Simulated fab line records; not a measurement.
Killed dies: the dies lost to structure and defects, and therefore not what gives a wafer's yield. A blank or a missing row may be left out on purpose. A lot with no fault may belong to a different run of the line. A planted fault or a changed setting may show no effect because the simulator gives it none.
Chamber matching | flow n5-finfet | rie-diel-06 running N5_GATE_CUT_STRIP_59: 4 sister chambers
The step strips in N2/H2, time 20 s. 8 wafers are shown with their chamber, then 8 later ones without.

## WAFERS PAIRED WITH THEIR CHAMBERS
wafer  | chamber | showerhead-plenum-p-Torr (Torr) | drypump-motor-current-A (A)
L081.5 | 3       | 3.56                            | 5.88
L083.6 | 1       | 3.35                            | 5.31
L085.5 | 1       | 3.34                            | 5.33
L085.6 | 0       | 3.35                            | 5.79
L087.1 | 2       | 3.51                            | 5.43
L087.5 | 2       | 3.51                            | 5.44
L087.6 | 3       | 3.56                            | 5.89
L089.1 | 0       | 3.35                            | 5.75

## WAFERS WITHOUT THEIR CHAMBER
wafer  | showerhead-plenum-p-Torr (Torr) | drypump-motor-current-A (A)
L089.3 | 3.51                            | 5.43
L089.4 | 3.34                            | 5.31
L088.1 | 3.51                            | 5.44
L088.4 | 3.35                            | 5.78
L088.5 | 3.55                            | 5.91
L097.1 | 3.34                            | 5.76
L097.2 | 3.33                            | 5.34
L097.3 | 3.54                            | 5.93

## WHICH CHAMBER EACH ONE RAN IN
wafer  | from the rows above | in truth
L089.3 | 2                   | 2
L089.4 | 1                   | 1
L088.1 | 2                   | 2
L088.4 | 0                   | 0
L088.5 | 3                   | 3
L097.1 | 0                   | 0
L097.2 | 1                   | 1
L097.3 | 3                   | 3
Placed correctly: 8 of 8. Can't be placed from these rows: 0. Wrongly placed: 0.
How it was worked out, from the rows above alone: a wafer's distance from a chamber is the root of the sum, over the readings, of the square of ((its reading less the chamber's mean) divided by the reading's scatter). The wafer belongs to the nearest chamber; if the next one is less than 2 further off, it can't be placed. For every chamber, the mean is computed from those of its wafers that are shown. The scatter: the root of (the sum of the squares of (reading less its chamber's mean) over the shown wafers, divided by (wafers less chambers)).
